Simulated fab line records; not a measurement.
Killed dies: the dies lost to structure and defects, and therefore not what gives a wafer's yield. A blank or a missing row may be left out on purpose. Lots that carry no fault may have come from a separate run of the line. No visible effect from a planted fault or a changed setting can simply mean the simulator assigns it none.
fab line records	flow nandHarc
record: lots: 24	wafers: 72	lastDay: 25
route steps=1159 shown A_BLC@976 A_M0@1005 A_BONDPAD@1059 HYBRID_BOND@1099
lots untouched by any fault: they come from a run of this same line in which no faults occurred
startH: the number of hours between the record's first day and the start of the first shown wafer of the lot	waitH: hours since the lot's step before	" unchanged from the row above	L1.1+2: a row that stands for several wafers	- no value, or no start given	* or withheld: withheld	< > ~ a bound
route shown NAME@n: NAME is a module with steps in the file, n the number in the route of the first one	usual: the fault-free wafers' mean and standard deviation	same: alike in all rows	chamber/n: place in a boat	sites: each site's reading	_std_site: their standard deviation	_edge_site: inner sites' mean taken away from outer sites' mean	radiusMm: how far each site lies from the wafer's centre	mask NAME#n: copy n	behind: tool/chamber where the wafer was last shaped	hold: cause of the lot's hold/its duration in hours/its outcome	device: whichever transistor did not switch (one of n, p or np)	end of line: the same wafers' tests at the end of the route	a step given without rows: its recipe and nothing more	killed: not the wafer's yield, but the dies lost to structure and defects at the first sort	map: dies across one wafer; x = killed, . = not, _ = none there
set.NAME: setting as actually run; set.NAME@STEP: the setting as run at that earlier step	model.NAME: the simulator's own value behind a step, which no gauge read
one table for each step of the route and one row for each wafer, over a sample of lots
services: the hour from which a tool's chamber was out of use, counted from the record's first day as startH (under 0 if before that day), plus the number of hours and why
== steps ==
step: NHARC_A_BLC_INSPECT_12
usual: rawDefectCount: 31/14
lot.wafer	tool	chamber	startH	waitH	rawDefectCount
L077.1	defectInspect-02	-	404.87	0.0	11
L077.5	"	-	"	"	10
L077.6	"	-	"	"	11
L075.2	defectInspect-02	-	405.53	0.0	44
L075.5	"	-	"	"	30
L075.6	"	-	"	"	41
L076.1	defectInspect-01	-	407.93	0.0	13
L076.2	"	-	"	"	10
L076.5	"	-	"	"	12
L074.1	defectInspect-02	-	408.61	0.0	8
L074.3	"	-	"	"	11
L074.4	"	-	"	"	4
L078.1	defectInspect-02	-	412.02	0.0	40
L078.4	"	-	"	"	51
L078.5	"	-	"	"	39
L079.1	defectInspect-01	-	416.35	0.0	11
L079.3	"	-	"	"	10
L079.5	"	-	"	"	11
L081.1	defectInspect-02	-	426.79	0.0	28
L081.2	"	-	"	"	32
L081.4	"	-	"	"	31
L080.4	defectInspect-02	-	427.56	0.0	20
L080.5	"	-	"	"	16
L080.6	"	-	"	"	22
L083.1	defectInspect-01	-	451.95	0.0	39
L083.4	"	-	"	"	39
L083.5	"	-	"	"	45
L082.2	defectInspect-01	-	456.00	0.0	35
L082.5	"	-	"	"	39
L082.6	"	-	"	"	56
L085.2	defectInspect-02	-	457.73	0.0	14
L085.3	"	-	"	"	17
L085.6	"	-	"	"	14
L084.1	defectInspect-01	-	465.74	0.0	21
L084.3	"	-	"	"	18
L084.6	"	-	"	"	14
L086.2	defectInspect-01	-	466.92	0.0	26
L086.3	"	-	"	"	34
L086.4	"	-	"	"	40
L087.2	defectInspect-02	-	472.58	0.0	43
L087.4	"	-	"	"	51
L087.5	"	-	"	"	59
L088.3	defectInspect-01	-	475.74	0.0	18
L088.5	"	-	"	"	17
L088.6	"	-	"	"	29
L089.1	defectInspect-02	-	495.23	0.0	44
L089.4	"	-	"	"	48
L089.6	"	-	"	"	41
L090.1	defectInspect-02	-	495.96	0.0	32
L090.3	"	-	"	"	35
L090.6	"	-	"	"	31
L092.2	defectInspect-01	-	497.73	0.0	24
L092.5	"	-	"	"	19
L092.6	"	-	"	"	21
L091.4	defectInspect-01	-	497.89	0.0	25
L091.5	"	-	"	"	45
L091.6	"	-	"	"	43
L093.1	defectInspect-01	-	506.48	0.0	50
L093.3	"	-	"	"	47
L093.5	"	-	"	"	53
L095.1	defectInspect-01	-	520.40	0.0	32
L095.2	"	-	"	"	33
L095.6	"	-	"	"	43
L096.4	defectInspect-01	-	521.16	0.0	47
L096.5	"	-	"	"	50
L096.6	"	-	"	"	58
L094.2	defectInspect-01	-	521.76	0.0	46
L094.3	"	-	"	"	47
L094.4	"	-	"	"	45
L097.2	defectInspect-02	-	532.09	0.0	36
L097.5	"	-	"	"	44
L097.6	"	-	"	"	34
step: NHARC_A_BLC_ALD_23
recipe: targetThkA: 30	pulseTimeS: 1	aldCycles: 150	tempC: 450	material: TiN
usual: heaterPowerW: 1129/110	precursorPulseHeightRel: 1.000/0.021
lot.wafer	tool	chamber	startH	waitH	heaterPowerW	precursorPulseHeightRel
L077.1	aldMetal-02	3	406.76	-	1175	0.952
L077.5	"	2	"	"	975	1.002
L077.6	"	3	"	"	1161	0.982
L075.2	aldMetal-03	0	407.68	-	1332	0.968
L075.6	"	2	"	"	1049	1.043
L075.5	"	3	"	"	1138	0.996
L076.2	aldMetal-03	1	409.83	-	1163	1.004
L076.1	"	2	"	"	1055	0.968
L076.5	"	0	"	"	1354	1.001
L074.3	aldMetal-02	3	410.61	-	1139	1.015
L074.1	"	0	"	"	939	1.030
L074.4	"	1	"	"	1104	0.964
L078.4	aldMetal-02	2	414.23	-	999	1.006
L078.1	"	0	"	"	972	1.058
L078.5	"	2	"	"	983	0.993
L079.1	aldMetal-02	1	418.41	-	1113	0.986
L079.3	"	3	"	"	1167	1.006
L079.5	"	1	"	"	1138	1.033
L081.4	aldMetal-02	2	428.67	-	989	1.011
L081.2	"	3	"	"	1149	1.007
L081.1	"	1	"	"	1119	0.986
L080.4	aldMetal-03	2	429.47	-	1052	0.997
L080.5	"	0	"	"	1395	1.006
L080.6	"	1	"	"	1147	1.007
L083.1	aldMetal-04	1	453.93	-	1089	1.024
L083.4	"	0	"	"	1087	1.041
L083.5	"	2	"	"	1190	1.040
L082.2	aldMetal-03	3	457.87	-	1133	1.015
L082.5	"	3	"	"	1178	0.980
L082.6	"	0	"	"	1367	0.951
L085.3	aldMetal-02	3	460.02	-	1235	0.997
L085.2	"	1	"	"	1130	0.988
L085.6	"	3	"	"	1192	0.975
L084.3	aldMetal-03	3	467.64	-	1142	0.995
L084.1	"	1	"	"	1151	1.016
L084.6	"	3	"	"	1125	0.986
L086.4	aldMetal-04	2	468.83	-	1231	1.003
L086.3	"	0	"	"	1129	1.011
L086.2	"	1	"	"	1101	1.022
L087.2	aldMetal-03	2	474.50	-	1049	1.003
L087.4	"	3	"	"	1166	0.979
L087.5	"	1	"	"	1144	0.979
L088.3	aldMetal-03	3	477.66	-	1181	1.034
L088.5	"	1	"	"	1156	0.991
L088.6	"	2	"	"	1034	0.986
L089.4	aldMetal-04	0	497.10	-	1119	0.965
L089.1	"	2	"	"	1225	1.020
L089.6	"	1	"	"	1089	0.981
L090.1	aldMetal-03	0	497.85	-	1376	1.002
L090.3	"	2	"	"	1052	1.023
L090.6	"	0	"	"	1313	1.021
L092.2	aldMetal-02	2	499.66	-	996	0.989
L092.5	"	0	"	"	933	0.979
L092.6	"	1	"	"	1121	0.981
L091.4	aldMetal-04	3	499.80	-	1159	0.994
L091.5	"	2	"	"	1242	1.008
L091.6	"	3	"	"	1126	0.981
L093.1	aldMetal-04	0	508.45	-	1102	0.995
L093.3	"	2	"	"	1193	1.001
L093.5	"	0	"	"	1093	0.954
L095.1	aldMetal-04	1	522.31	-	1101	0.999
L095.2	"	2	"	"	1194	1.022
L095.6	"	0	"	"	1130	1.037
L096.4	aldMetal-03	3	523.30	-	1154	1.014
L096.6	"	3	"	"	1122	0.967
L096.5	"	0	"	"	1368	1.022
L094.2	aldMetal-02	2	523.82	-	991	0.985
L094.3	"	3	"	"	1193	0.979
L094.4	"	1	"	"	1127	1.021
L097.2	aldMetal-02	3	534.42	-	1157	0.992
L097.6	"	0	"	"	960	0.988
L097.5	"	1	"	"	1141	1.003
step: NHARC_A_M0_OVL_MEAS_10
recipe: pitchNm: 160
usual: overlayXNm: 0.1/0.79	overlayYNm: -0.1/0.86
lot.wafer	tool	chamber	startH	waitH	overlayXNm	overlayYNm
L077.1	overlay-02	-	408.73	-	1.7	1.2
L077.5	"	-	"	"	1.6	1.1
L077.6	"	-	"	"	2.1	0.5
L075.2	overlay-01	-	409.80	-	0.3	0.6
L075.5	"	-	"	"	0.0	0.7
L075.6	"	-	"	"	0.2	0.4
L076.1	overlay-02	-	411.96	-	-0.6	0.4
L076.2	"	-	"	"	-0.2	0.4
L076.5	"	-	"	"	-0.7	0.5
L074.1	overlay-01	-	412.65	-	0.1	-0.2
L074.3	"	-	"	"	-0.7	-1.1
L074.4	"	-	"	"	-0.6	-0.4
L078.1	overlay-01	-	416.39	-	-1.3	0.7
L078.4	"	-	"	"	-0.9	-0.1
L078.5	"	-	"	"	-1.4	0.2
L079.1	overlay-01	-	423.87	-	0.1	-0.7
L079.3	"	-	"	"	0.1	-0.8
L079.5	"	-	"	"	0.5	-0.8
L081.1	overlay-01	-	430.78	-	0.6	-0.7
L081.2	"	-	"	"	0.3	-1.0
L081.4	"	-	"	"	0.6	-0.8
L080.4	overlay-01	-	431.56	-	-1.4	-0.6
L080.5	"	-	"	"	-0.9	-1.6
L080.6	"	-	"	"	-0.8	-1.6
L083.1	overlay-01	-	456.46	-	-0.2	0.9
L083.4	"	-	"	"	-0.7	0.7
L083.5	"	-	"	"	-1.1	0.7
L082.2	overlay-02	-	462.25	-	0.3	-1.4
L082.5	"	-	"	"	0.6	-0.9
L082.6	"	-	"	"	0.6	-1.4
L085.2	overlay-01	-	466.37	-	1.0	0.1
L085.3	"	-	"	"	0.8	-0.4
L085.6	"	-	"	"	0.9	-0.3
L084.1	overlay-02	-	472.20	-	0.8	0.0
L084.3	"	-	"	"	0.9	-0.2
L084.6	"	-	"	"	0.1	0.1
L086.2	overlay-02	-	472.77	-	-0.5	-0.1
L086.3	"	-	"	"	-0.7	0.2
L086.4	"	-	"	"	-0.7	0.0
L087.2	overlay-01	-	478.00	-	0.4	1.2
L087.4	"	-	"	"	0.9	1.6
L087.5	"	-	"	"	0.8	1.9
L088.3	overlay-02	-	480.08	-	-1.0	-0.8
L088.5	"	-	"	"	-0.6	-0.1
L088.6	"	-	"	"	-0.8	-0.8
L089.1	overlay-02	-	499.10	-	0.4	-0.7
L089.4	"	-	"	"	0.1	-0.4
L089.6	"	-	"	"	0.3	-0.3
L090.1	overlay-02	-	499.97	-	0.2	-0.4
L090.3	"	-	"	"	0.3	-0.6
L090.6	"	-	"	"	0.0	-0.7
L092.2	overlay-02	-	501.76	-	-0.4	0.4
L092.5	"	-	"	"	-0.6	-0.1
L092.6	"	-	"	"	-0.5	0.0
L091.4	overlay-02	-	502.00	-	0.4	1.9
L091.5	"	-	"	"	0.6	1.5
L091.6	"	-	"	"	0.4	1.2
L093.1	overlay-01	-	510.87	-	0.3	-0.9
L093.3	"	-	"	"	0.5	-0.6
L093.5	"	-	"	"	1.3	-0.8
L095.1	overlay-02	-	524.31	-	0.0	-0.9
L095.2	"	-	"	"	-0.7	-1.5
L095.6	"	-	"	"	0.4	-0.9
L096.4	overlay-02	-	528.18	-	1.3	-0.4
L096.5	"	-	"	"	2.3	-1.1
L096.6	"	-	"	"	2.3	-0.4
L094.2	overlay-02	-	531.49	-	0.3	-0.5
L094.3	"	-	"	"	0.9	-0.5
L094.4	"	-	"	"	0.4	-0.4
L097.2	overlay-02	-	536.58	-	-0.1	0.7
L097.5	"	-	"	"	-0.2	1.0
L097.6	"	-	"	"	-0.1	0.1
step: NHARC_A_M0_INSPECT_27
usual: rawDefectCount: 450/140
lot.wafer	tool	chamber	startH	waitH	rawDefectCount
L077.1	defectInspect-01	-	411.61	0.0	408
L077.5	"	-	"	"	430
L077.6	"	-	"	"	480
L075.2	defectInspect-01	-	412.49	0.0	406
L075.5	"	-	"	"	314
L075.6	"	-	"	"	378
L076.1	defectInspect-01	-	414.64	0.0	406
L076.2	"	-	"	"	494
L076.5	"	-	"	"	591
L074.1	defectInspect-01	-	415.24	0.0	344
L074.3	"	-	"	"	393
L074.4	"	-	"	"	291
L078.1	defectInspect-02	-	419.05	0.0	350
L078.4	"	-	"	"	568
L078.5	"	-	"	"	425
L079.1	defectInspect-02	-	426.50	0.0	340
L079.3	"	-	"	"	358
L079.5	"	-	"	"	374
L081.1	defectInspect-02	-	433.40	0.0	694
L081.2	"	-	"	"	377
L081.4	"	-	"	"	435
L080.4	defectInspect-02	-	434.15	0.0	351
L080.5	"	-	"	"	398
L080.6	"	-	"	"	367
L083.1	defectInspect-01	-	459.05	0.0	504
L083.4	"	-	"	"	517
L083.5	"	-	"	"	442
L082.2	defectInspect-01	-	464.87	0.0	298
L082.5	"	-	"	"	358
L082.6	"	-	"	"	294
L085.2	defectInspect-02	-	469.03	0.0	394
L085.3	"	-	"	"	447
L085.6	"	-	"	"	292
L084.1	defectInspect-02	-	475.15	0.0	587
L084.3	"	-	"	"	414
L084.6	"	-	"	"	545
L086.2	defectInspect-01	-	475.34	0.0	627
L086.3	"	-	"	"	521
L086.4	"	-	"	"	481
L087.2	defectInspect-02	-	480.98	0.0	809
L087.4	"	-	"	"	644
L087.5	"	-	"	"	1420
L088.3	defectInspect-02	-	482.65	0.0	623
L088.5	"	-	"	"	412
L088.6	"	-	"	"	468
L089.1	defectInspect-01	-	501.83	0.0	320
L089.4	"	-	"	"	371
L089.6	"	-	"	"	310
L090.1	defectInspect-01	-	502.61	0.0	529
L090.3	"	-	"	"	443
L090.6	"	-	"	"	443
L092.2	defectInspect-02	-	504.49	0.0	445
L092.5	"	-	"	"	470
L092.6	"	-	"	"	340
L091.4	defectInspect-02	-	505.08	0.0	298
L091.5	"	-	"	"	426
L091.6	"	-	"	"	497
L093.1	defectInspect-02	-	513.59	0.0	477
L093.3	"	-	"	"	521
L093.5	"	-	"	"	449
L095.1	defectInspect-01	-	526.92	0.0	422
L095.2	"	-	"	"	313
L095.6	"	-	"	"	414
L096.4	defectInspect-01	-	530.80	0.0	360
L096.5	"	-	"	"	479
L096.6	"	-	"	"	514
L094.2	defectInspect-01	-	534.06	0.0	596
L094.3	"	-	"	"	364
L094.4	"	-	"	"	508
L097.2	defectInspect-02	-	539.41	0.0	596
L097.5	"	-	"	"	469
L097.6	"	-	"	"	587
step: NHARC_A_BONDPAD_DEP_00
recipe: targetThkA: 2500	tempC: 370	targetThkNm: 250	pressureTorr: 3	flowSccm: 200	rfW: 450	material: SiCN
usual: heaterPowerW: 583/66
lot.wafer	tool	chamber	startH	waitH	heaterPowerW
L077.1	pecvd-02	0	416.57	-	600
L077.6	"	1	"	"	651
L077.5	"	2	"	"	533
L075.2	pecvd-03	1	417.42	-	555
L075.6	"	2	"	"	535
L075.5	"	1	"	"	450
L076.2	pecvd-03	0	420.00	-	573
L076.1	"	1	"	"	522
L076.5	"	1	"	"	530
L074.1	pecvd-03	2	420.40	-	554
L074.3	"	0	"	"	573
L074.4	"	0	"	"	585
L078.1	pecvd-03	2	424.28	-	559
L078.5	"	2	"	"	559
L078.4	"	1	"	"	558
L079.1	pecvd-03	1	431.85	-	503
L079.3	"	0	"	"	547
L079.5	"	0	"	"	555
L081.2	pecvd-02	2	438.32	-	465
L081.1	"	1	"	"	698
L081.4	"	1	"	"	700
L080.5	pecvd-02	1	439.53	-	748
L080.4	"	2	"	"	547
L080.6	"	0	"	"	549
L083.1	pecvd-03	1	463.99	-	543
L083.5	"	1	"	"	545
L083.4	"	0	"	"	556
L082.2	pecvd-03	1	469.90	-	506
L082.6	"	0	"	"	504
L082.5	"	1	"	"	509
L085.2	pecvd-02	0	-	-	563
L085.3	"	2	"	"	506
L085.6	"	1	"	"	717
L084.1	pecvd-02	1	480.22	-	655
L084.3	"	0	"	"	596
L084.6	"	0	"	"	603
L086.3	pecvd-02	2	-	-	520
L086.2	"	1	"	"	661
L086.4	"	0	"	"	595
L087.2	pecvd-02	0	-	-	572
L087.5	"	0	"	"	575
L087.4	"	1	"	"	636
L088.3	pecvd-02	0	-	-	516
L088.5	"	2	"	"	488
L088.6	"	0	"	"	542
L089.1	pecvd-02	0	507.23	-	581
L089.4	"	0	"	"	596
L089.6	"	1	"	"	730
L090.1	pecvd-03	1	507.86	-	480
L090.3	"	0	"	"	580
L090.6	"	2	"	"	530
L092.2	pecvd-01	2	509.55	-	598
L092.6	"	1	"	"	577
L092.5	"	2	"	"	602
L091.5	pecvd-02	2	-	-	555
L091.4	"	0	"	"	574
L091.6	"	1	"	"	604
L093.1	pecvd-03	2	519.19	-	569
L093.3	"	1	"	"	453
L093.5	"	2	"	"	593
L095.1	pecvd-01	1	-	-	612
L095.2	"	2	"	"	579
L095.6	"	1	"	"	635
L096.5	pecvd-01	0	536.24	-	675
L096.6	"	1	"	"	632
L096.4	"	2	"	"	612
L094.3	pecvd-03	1	538.92	-	459
L094.2	"	0	"	"	610
L094.4	"	0	"	"	639
L097.2	pecvd-03	0	544.24	-	641
L097.6	"	2	"	"	606
L097.5	"	1	"	"	558
step: NHARC_HYBRID_BOND_OVL_MEAS_05
usual: overlayXNm: 1/35	overlayYNm: -6/30
lot.wafer	tool	chamber	startH	waitH	overlayXNm	overlayYNm
L077.1	overlay-01	-	426.95	0.4	-18	3
L077.5	"	-	"	"	-28	53
L077.6	"	-	"	"	30	-60
L076.1	overlay-02	-	433.68	0.4	26	-17
L076.2	"	-	"	"	0	8
L076.5	"	-	"	"	-13	-20
L074.1	overlay-01	-	433.69	0.4	-23	24
L074.3	"	-	"	"	25	18
L074.4	"	-	"	"	-42	-33
L075.2	overlay-02	-	433.69	0.4	35	16
L075.5	"	-	"	"	17	-45
L075.6	"	-	"	"	-13	3
L078.1	overlay-01	-	440.18	0.4	-33	-27
L078.4	"	-	"	"	-24	-6
L078.5	"	-	"	"	25	5
L079.1	overlay-02	-	446.81	0.4	-27	-27
L079.3	"	-	"	"	-79	28
L079.5	"	-	"	"	-14	-60
L081.1	overlay-02	-	454.71	0.4	-45	27
L081.2	"	-	"	"	-51	-10
L081.4	"	-	"	"	-42	39
L080.4	overlay-01	-	454.71	0.4	4	3
L080.5	"	-	"	"	63	11
L080.6	"	-	"	"	-63	-11
L083.1	overlay-01	-	480.02	0.4	-36	-1
L083.4	"	-	"	"	-18	30
L083.5	"	-	"	"	44	46
L082.2	overlay-02	-	484.44	0.4	-35	18
L082.5	"	-	"	"	20	-66
L082.6	"	-	"	"	25	9
L085.2	overlay-01	-	484.44	0.4	-3	-32
L085.3	"	-	"	"	-27	-9
L085.6	"	-	"	"	2	-24
L084.1	overlay-02	-	494.32	0.4	-1	-5
L084.3	"	-	"	"	20	22
L084.6	"	-	"	"	48	-9
L086.2	overlay-01	-	494.32	0.4	85	6
L086.3	"	-	"	"	0	39
L086.4	"	-	"	"	-3	-12
L087.2	overlay-01	-	503.15	0.4	-22	23
L087.4	"	-	"	"	-25	-16
L087.5	"	-	"	"	-18	-9
L088.3	overlay-02	-	503.15	0.4	-24	-3
L088.5	"	-	"	"	-29	-3
L088.6	"	-	"	"	39	-21
L089.1	overlay-01	-	524.83	0.4	19	-1
L089.4	"	-	"	"	-2	-47
L089.6	"	-	"	"	81	13
L090.1	overlay-02	-	524.83	0.4	10	-14
L090.3	"	-	"	"	63	-16
L090.6	"	-	"	"	99	-9
L092.2	overlay-01	-	524.84	0.4	-50	-51
L092.5	"	-	"	"	-44	-29
L092.6	"	-	"	"	-49	-83
L091.4	overlay-02	-	524.86	0.4	56	45
L091.5	"	-	"	"	17	46
L091.6	"	-	"	"	24	41
L093.1	overlay-02	-	533.39	0.4	-15	-26
L093.3	"	-	"	"	-13	9
L093.5	"	-	"	"	-49	-9
L095.1	overlay-02	-	546.44	0.4	50	1
L095.2	"	-	"	"	28	53
L095.6	"	-	"	"	-8	35
L094.2	overlay-01	-	553.18	0.4	33	9
L094.3	"	-	"	"	-18	-24
L094.4	"	-	"	"	-7	-1
L096.4	overlay-02	-	553.19	0.4	33	-58
L096.5	"	-	"	"	-28	45
L096.6	"	-	"	"	3	5
L097.2	overlay-01	-	557.56	0.4	25	-17
L097.5	"	-	"	"	19	44
L097.6	"	-	"	"	24	28
== services ==
tool	chamber	startH	hours	kind
aldMetal-04	-	406.00	10.0	pm
pecvd-01	-	418.33	13.0	pm
pecvd-03	1	436.33	12.3	repair
pecvd-01	2	466.83	5.4	repair
pecvd-03	-	473.23	13.0	pm
pecvd-03	0	473.23	13.0	ventCycle
pecvd-03	1	473.23	13.0	ventCycle
pecvd-03	2	473.23	13.0	ventCycle
aldMetal-03	2	481.79	8.7	repair
pecvd-03	0	486.23	-	clean
pecvd-03	1	486.23	-	clean
pecvd-03	2	486.23	-	clean
pecvd-02	-	493.03	0.6	repair
aldMetal-03	-	500.00	10.0	pm
pecvd-02	-	515.00	13.0	pm
pecvd-02	0	515.00	13.0	ventCycle
pecvd-02	1	515.00	13.0	ventCycle
pecvd-02	2	515.00	13.0	ventCycle
pecvd-02	0	528.00	-	clean
pecvd-02	1	528.00	-	clean
pecvd-02	2	528.00	-	clean
aldMetal-04	0	540.41	28.7	repair
aldMetal-02	-	542.00	10.0	pm
aldMetal-04	-	544.29	0.5	repair
== key ==
fault none
